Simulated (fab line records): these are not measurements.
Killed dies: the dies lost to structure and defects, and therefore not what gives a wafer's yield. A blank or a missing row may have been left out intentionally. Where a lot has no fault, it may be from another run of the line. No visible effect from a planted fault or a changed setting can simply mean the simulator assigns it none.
fab line records	flow n5Finfet
record lots=12	wafers=36	lastDay=18
route steps=1938 shown BEOL_M13@1691 PASSIVATION@1936
lots with no fault: from the same line, run without faults
startH: start of the lot's first displayed wafer, in hours after the record's first day	waitH: hours from the lot's prior step to this one	" the same as in the row above	L1.1+2: one row covering several wafers at once	- no value, or no start was given	* or withheld: withheld	< > ~ a bound
route shown NAME@n: NAME is a module with steps in the file, n the number in the route of the first one	usual: mean/standard deviation of fault-free wafers	same: alike in all rows	chamber/n: place in a boat	sites: the reading at each site	_std_site: standard deviation across them	_edge_site: mean of outer sites minus mean of inner sites	radiusMm: for every site, how far away it sits from the centre of the wafer	mask NAME#n: copy n	behind: the last tool/chamber to shape the wafer	hold: what put the lot on hold/how long, in hours/how the hold closed	device: the n, p or np transistor that did not switch	end of line: tests of these same wafers at the route's end	where a step has no rows: the recipe by itself	killed: count of dies lost to structure and defects at first sort (not the wafer's yield)	map: the dies of a wafer, with x for killed, . for not killed, _ for no die there
set.NAME: the setting that was run; set.NAME@STEP: the one run at that earlier step	model.NAME: the simulator's own value behind a step, which no gauge read
the route's steps for a sample of lots (tables are steps, rows are wafers)
services: when a tool's chamber went out of use (startH, in hours from the record's first day, below 0 if earlier), for how many hours, and the reason
## steps
# step N5_BEOL_M13_INSPECT_30
# recipe mode=adi	inspectInstrument=macro
# usual rawDefectCount=2.1/1.5
lot.wafer	tool	chamber	startH	waitH	rawDefectCount
L205.2	defectInspect-01	-	265.69	0.0	1
L205.4	"	-	"	"	3
L205.5	"	-	"	"	1
L204.2	defectInspect-02	-	265.85	0.0	1
L204.4	"	-	"	"	1
L204.6	"	-	"	"	2
L206.3	defectInspect-01	-	266.52	0.0	2
L206.4	"	-	"	"	3
L206.5	"	-	"	"	3
L207.1	defectInspect-01	-	291.57	0.0	4
L207.5	"	-	"	"	1
L207.6	"	-	"	"	2
L210.1	defectInspect-01	-	313.53	0.2	2
L210.2	"	-	"	"	1
L210.4	"	-	"	"	2
L211.2	defectInspect-01	-	315.76	0.0	3
L211.3	"	-	"	"	2
L211.4	"	-	"	"	2
L212.3	defectInspect-01	-	322.81	0.0	0
L212.5	"	-	"	"	3
L212.6	"	-	"	"	2
L215.3	defectInspect-02	-	366.51	0.0	4
L215.4	"	-	"	"	5
L215.6	"	-	"	"	2
L218.1	defectInspect-01	-	367.19	0.0	3
L218.3	"	-	"	"	2
L218.6	"	-	"	"	7
L217.1	defectInspect-01	-	379.84	0.0	2
L217.2	"	-	"	"	0
L217.5	"	-	"	"	0
L220.4	defectInspect-02	-	388.45	0.0	5
L220.5	"	-	"	"	4
L220.6	"	-	"	"	0
L221.2	defectInspect-01	-	393.07	0.0	1
L221.4	"	-	"	"	2
L221.6	"	-	"	"	2
# step N5_BEOL_M13_SPUTTER_43
# recipe material=TaN	targetThkA=150	tempC=50	biasV=168.6	powerW=15000	chamberPressurePa=0.12	timeS=24.19
# usual throttleValvePct=29.8/0.68
lot.wafer	tool	chamber	startH	waitH	throttleValvePct
L204.2	pvdSputter-03	-	267.91	0.0	30.4
L204.4	"	-	"	"	29.3
L204.6	"	-	"	"	29.1
L206.3	pvdSputter-03	-	268.23	0.0	29.1
L206.4	"	-	"	"	29.7
L206.5	"	-	"	"	29.3
L205.2	pvdSputter-03	-	268.55	0.0	29.4
L205.4	"	-	"	"	28.9
L205.5	"	-	"	"	29.2
L207.1	pvdSputter-01	-	294.44	0.0	31.2
L207.5	"	-	"	"	30.1
L207.6	"	-	"	"	29.9
L210.1	pvdSputter-03	-	317.53	0.0	30.8
L210.2	"	-	"	"	29.3
L210.4	"	-	"	"	29.2
L211.2	pvdSputter-03	-	317.99	0.0	29.4
L211.3	"	-	"	"	29.9
L211.4	"	-	"	"	29.4
L212.3	pvdSputter-03	-	326.81	0.0	29.9
L212.5	"	-	"	"	30.7
L212.6	"	-	"	"	29.8
L215.3	pvdSputter-02	-	368.58	0.0	30.0
L215.4	"	-	"	"	30.0
L215.6	"	-	"	"	29.9
L218.1	pvdSputter-01	-	368.93	0.0	28.4
L218.3	"	-	"	"	31.0
L218.6	"	-	"	"	29.9
L217.1	pvdSputter-03	-	383.62	0.0	29.6
L217.2	"	-	"	"	29.3
L217.5	"	-	"	"	29.2
L220.4	pvdSputter-02	-	390.56	0.0	30.2
L220.5	"	-	"	"	29.3
L220.6	"	-	"	"	30.1
L221.2	pvdSputter-03	-	397.44	0.0	29.7
L221.4	"	-	"	"	29.4
L221.6	"	-	"	"	29.1
# step N5_BEOL_M13_CMP_49
# recipe stopOn=SiOC	tOverpolishS=17.1	downForcePsi=1	platenRpm=50	clearingPlatenDownForcePsi=1.5	clearingPlatenRpm=50	postCmpClean=cuAlkaline	targetThkNm=420	clearingPlatenPadVelocityMS=0.99484	padVelocityMS=0.99484
# usual barrierFieldEndpointS=30.2/0.74	motorCurrentA=6.0/0.48	overpolishRunS=17.100/0.0094	retainingRingPressureFrac=1.001/0.0056	slurryFilterDpKPa=13.50/0.14
lot.wafer	tool	chamber	startH	waitH	barrierFieldEndpointS	motorCurrentA	overpolishRunS	retainingRingPressureFrac	slurryFilterDpKPa
L204.2	cmp-04	1	268.74	0.3	31.6	5.6	17.095	0.997	13.48
L204.4	"	2	"	"	30.2	5.8	17.097	0.999	13.45
L204.6	"	3	"	"	29.6	5.8	17.103	1.006	13.47
L206.4	cmp-03	2	269.01	0.2	29.3	6.8	17.098	1.007	13.48
L206.3	"	3	"	"	30.0	6.1	17.109	0.988	13.43
L206.5	"	1	"	"	30.1	5.7	17.096	1.005	13.52
L205.4	cmp-04	0	269.29	0.1	30.0	5.2	17.116	1.005	13.42
L205.2	"	2	"	"	29.6	5.8	17.097	1.009	13.36
L205.5	"	1	"	"	30.5	5.3	17.098	1.000	13.42
L207.1	cmp-04	2	295.25	0.3	30.7	5.7	17.093	1.014	13.51
L207.6	"	0	"	"	30.9	5.3	17.104	0.988	13.65
L207.5	"	1	"	"	32.3	5.5	17.102	1.008	13.29
L210.2	cmp-03	2	318.27	0.2	29.3	6.3	17.096	0.997	13.73
L210.1	"	3	"	"	30.9	6.3	17.091	1.002	13.28
L210.4	"	0	"	"	30.6	7.1	17.113	0.995	13.67
L211.4	cmp-03	1	319.23	0.2	31.0	5.9	17.100	0.986	13.46
L211.2	"	2	"	"	30.2	6.1	17.097	0.996	13.59
L211.3	"	3	"	"	30.8	6.4	17.115	1.003	13.38
L212.3	cmp-04	1	328.97	0.2	30.7	5.5	17.085	0.999	13.75
L212.6	"	1	"	"	31.1	5.1	17.089	1.000	13.43
L212.5	"	2	"	"	30.6	5.6	17.093	1.002	13.75
L215.3	cmp-02	1	369.86	0.2	30.3	5.6	17.107	0.999	13.47
L215.4	"	3	"	"	28.7	6.8	17.108	0.994	13.40
L215.6	"	1	"	"	29.0	5.3	17.112	1.001	13.25
L218.1	cmp-02	1	370.44	0.3	29.6	5.5	17.108	1.004	13.36
L218.3	"	3	"	"	27.6	6.5	17.106	1.006	13.64
L218.6	"	1	"	"	29.5	5.1	17.092	1.000	13.57
L217.2	cmp-03	3	384.35	0.2	29.8	6.5	17.108	0.997	13.54
L217.1	"	2	"	"	29.5	6.4	17.107	1.004	13.50
L217.5	"	3	"	"	30.1	6.2	17.082	1.000	13.70
L220.4	cmp-03	0	391.37	0.2	31.1	6.7	17.100	0.994	13.64
L220.5	"	2	"	"	29.3	6.1	17.092	1.000	13.57
L220.6	"	3	"	"	30.5	6.4	17.102	1.007	13.45
L221.2	cmp-03	1	398.17	0.2	29.1	5.6	17.092	1.009	13.62
L221.4	"	3	"	"	29.4	6.1	17.101	0.998	13.63
L221.6	"	1	"	"	29.4	6.2	17.112	0.996	13.65
# step N5_BEOL_M13_INSPECT_55
# recipe inspectInstrument=darkfield	mode=postDep
# usual rawDefectCount=73/26
lot.wafer	tool	chamber	startH	waitH	rawDefectCount
L204.2	defectInspect-02	-	269.12	0.0	51
L204.4	"	-	"	"	66
L204.6	"	-	"	"	62
L206.3	defectInspect-02	-	269.42	0.0	100
L206.4	"	-	"	"	73
L206.5	"	-	"	"	78
L205.2	defectInspect-01	-	269.74	0.0	87
L205.4	"	-	"	"	105
L205.5	"	-	"	"	79
L207.1	defectInspect-01	-	295.62	0.0	64
L207.5	"	-	"	"	48
L207.6	"	-	"	"	55
L210.1	defectInspect-01	-	318.72	0.0	68
L210.2	"	-	"	"	112
L210.4	"	-	"	"	84
L211.2	defectInspect-01	-	319.64	0.0	63
L211.3	"	-	"	"	34
L211.4	"	-	"	"	39
L212.3	defectInspect-01	-	329.42	0.0	57
L212.5	"	-	"	"	48
L212.6	"	-	"	"	99
L215.3	defectInspect-01	-	370.31	0.0	59
L215.4	"	-	"	"	46
L215.6	"	-	"	"	60
L218.1	defectInspect-01	-	370.85	0.0	63
L218.3	"	-	"	"	31
L218.6	"	-	"	"	57
L217.1	defectInspect-02	-	384.80	0.0	48
L217.2	"	-	"	"	37
L217.5	"	-	"	"	58
L220.4	defectInspect-02	-	391.75	0.0	77
L220.5	"	-	"	"	51
L220.6	"	-	"	"	98
L221.2	defectInspect-01	-	398.63	0.0	1236
L221.4	"	-	"	"	1276
L221.6	"	-	"	"	1145
# step N5_PASSIVATION_PROBE_49
# usual defectLimitedYield=91.3/1.4	killed_at_M0_to_M3=34/10	killed_at_M4_up=14/5.5	killedAtContacts=12/6	killedAtFrontEnd=40/10	killedAtOther=3.0/2.4	killedDies=103/17	killedOnRim=13/4.3	killedOpen=68/13	killedShort=34/7.8	sort_bin_5_function=5.1/0.97	sort_bin_6_memory=3.3/0.66	sort_bin_8_speed=0.02/0.12	sortNPass=1077/17	sortYieldPct=91.2/1.4
# same grossDies=1180	killedAtBackSide=0	sort_bin_4_leakage[%]=0
lot.wafer	tool	chamber	startH	waitH	defectLimitedYield[%]	killed_at_M0_to_M3	killed_at_M4_up	killedAtContacts	killedAtFrontEnd	killedAtOther	killedDies	killedOnRim	killedOpen	killedShort	sort_bin_5_function[%]	sort_bin_6_memory[%]	sort_bin_8_speed[%]	sortNPass	sortYieldPct[%]
L217.1	prober-02	-	410.10	0.0	93.1	27	12	9	32	1	81	11	64	16	4.0	2.9	0	1099	93.1
L217.2	prober-02	-	410.15	0.1	92.5	31	12	2	40	3	88	11	61	23	4.5	2.5	0	1092	92.5
L217.5	prober-02	-	410.30	0.2	92.6	24	10	7	42	4	87	15	55	28	3.6	2.7	0	1093	92.6
L220.4	prober-01	-	423.44	0.2	89.9	49	19	12	38	1	119	8	75	44	5.9	3.7	0	1061	89.9
L220.5	prober-01	-	423.49	0.2	89.0	43	11	13	57	6	130	14	89	40	6.0	4.6	0	1050	89.0
L220.6	prober-01	-	423.54	0.3	91.4	40	6	9	41	5	101	20	59	41	4.6	3.4	0	1079	91.4
L221.2	prober-02	-	434.72	0.1	36.0	18	710	7	17	3	755	108	34	19	41.8	17.5	0	425	36.0
L221.4	prober-02	-	434.82	0.2	36.0	9	711	16	18	1	755	102	31	17	42.0	18.1	0	425	36.0
L221.6	prober-02	-	434.92	0.3	39.2	21	675	6	15	1	718	100	36	10	40.0	16.9	0	462	39.2
# killed by level:class
L217.1 STI_FIN_REVEAL:geometricParticle:open=13 FIN_SAQP:geometricParticle:open=9 MOL_CONTACT_COAG:geometricParticle:open=9 BEOL_M3:geometricParticle:open=9 DUMMY_GATE:geometricParticle:open=5 BEOL_M0_SAQP:geometricParticle:short=5 BEOL_M1:geometricParticle:open=4 BEOL_M2:geometricParticle:open=4
L217.2 STI_FIN_REVEAL:geometricParticle:open=17 BEOL_M0_SAQP:geometricParticle:open=10 BEOL_M3:geometricParticle:open=7 BEOL_M0_SAQP:geometricParticle:short=6 HKMG_FIN:areaEtch=4 FIN_SAQP:geometricParticle:open=3 STI_FIN_REVEAL:geometricParticle:short=3 ILD0:geometricParticle:short=3
L217.5 FIN_SAQP:geometricParticle:open=14 FIN_SAQP:geometricParticle:short=10 BEOL_M0:geometricParticle:open=6 STI_FIN_REVEAL:geometricParticle:open=5 MOL_CONTACT_COAG:geometricParticle:open=5 BEOL_M0_SAQP:geometricParticle:open=5 BEOL_M4:geometricParticle:open=5 BEOL_M1:geometricParticle:open=4
L220.4 BEOL_M0_SAQP:geometricParticle:open=13 BEOL_M2:geometricParticle:open=13 BEOL_M0_SAQP:geometricParticle:short=12 FIN_SAQP:geometricParticle:short=9 FIN_SAQP:geometricParticle:open=8 MOL_CONTACT_COAG:geometricParticle:open=8 BEOL_M4:geometricParticle:open=8 STI_FIN_REVEAL:geometricParticle:open=4
L220.5 STI_FIN_REVEAL:geometricParticle:open=16 BEOL_M2:geometricParticle:open=12 MOL_CONTACT_COAG:geometricParticle:open=11 GATE_CUT:geometricParticle:short=10 BEOL_M0_SAQP:geometricParticle:open=8 FIN_SAQP:geometricParticle:open=7 FIN_SAQP:geometricParticle:short=6 BEOL_M0_SAQP:geometricParticle:short=6
L220.6 BEOL_M0_SAQP:geometricParticle:short=12 GATE_CUT:geometricParticle:short=10 MOL_CONTACT_COAG:geometricParticle:open=8 BEOL_M0_SAQP:geometricParticle:open=8 STI_FIN_REVEAL:geometricParticle:open=7 BEOL_M2:geometricParticle:open=7 BEOL_M3:geometricParticle:open=5 FIN_SAQP:geometricParticle:short=4
L221.2 BEOL_M13:unspecified=700 MOL_CONTACT_COAG:geometricParticle:open=6 BEOL_M0_SAQP:geometricParticle:short=4 BEOL_M3:geometricParticle:open=4 FIN_SAQP:geometricParticle:short=3 BEOL_M5:geometricParticle:open=3 FIN_SAQP:geometricParticle:open=3 GATE_CUT:geometricParticle:short=3
L221.4 BEOL_M13:unspecified=706 MOL_CONTACT_COAG:geometricParticle:open=14 STARTING-WAFER:geometricParticle:short=4 FIN_SAQP:geometricParticle:short=3 FIN_SAQP:geometricParticle:open=3 GATE_CUT:geometricParticle:open=3 GATE_CUT:geometricParticle:short=3 MOL_CONTACT_COAG:geometricParticle:short=2
L221.6 BEOL_M13:unspecified=670 BEOL_M0_SAQP:geometricParticle:open=6 FIN_SAQP:geometricParticle:short=5 MOL_CONTACT_COAG:geometricParticle:open=5 BEOL_M0:geometricParticle:open=5 BEOL_M3:geometricParticle:open=5 FIN_SAQP:geometricParticle:open=3 BEOL_M2:geometricParticle:open=3
## services
tool	chamber	startH	hours	kind
cmp-03	-	257.10	0.3	repair
cmp-02	-	293.20	6.2	repair
cmp-02	-	315.41	6.9	repair
cmp-03	-	340.37	1.7	repair
pvdSputter-01	-	344.74	1.6	repair
cmp-04	-	350.63	4.0	pm
pvdSputter-02	-	351.20	11.7	repair
cmp-04	-	354.63	-	consumableReplace:conditioner
cmp-04	-	354.63	-	consumableReplace:pad
cmp-04	-	364.37	3.9	pm
cmp-02	-	373.95	0.8	repair
pvdSputter-03	-	378.22	3.7	repair
## key
firstSign step=N5_BEOL_M13_INSPECT_55	reading=rawDefectCount	direction=up	sigmas=45	usual=73	struck=1219
effect step=N5_PASSIVATION_PROBE_49	reading=killed_at_M4_up	direction=up	sigmas=99+	usual=14	struck=699
moreKillsBornAt N5_BEOL_M13_CMP_49@cmp-03=2076
metAt N5_BEOL_M13_CMP_49
struckLots L221
notActingAt N5_BEOL_M13_INSPECT_30,N5_BEOL_M13_SPUTTER_43
onsetBetween 391.37 398.17
alsoFits time
fault kind=chamberParticleSource	tool=cmp-03	chamber=-	onsetH=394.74	steps=N5_BEOL_M13_CMP_49	ratePerVisitCm2=1.7018	endH=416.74
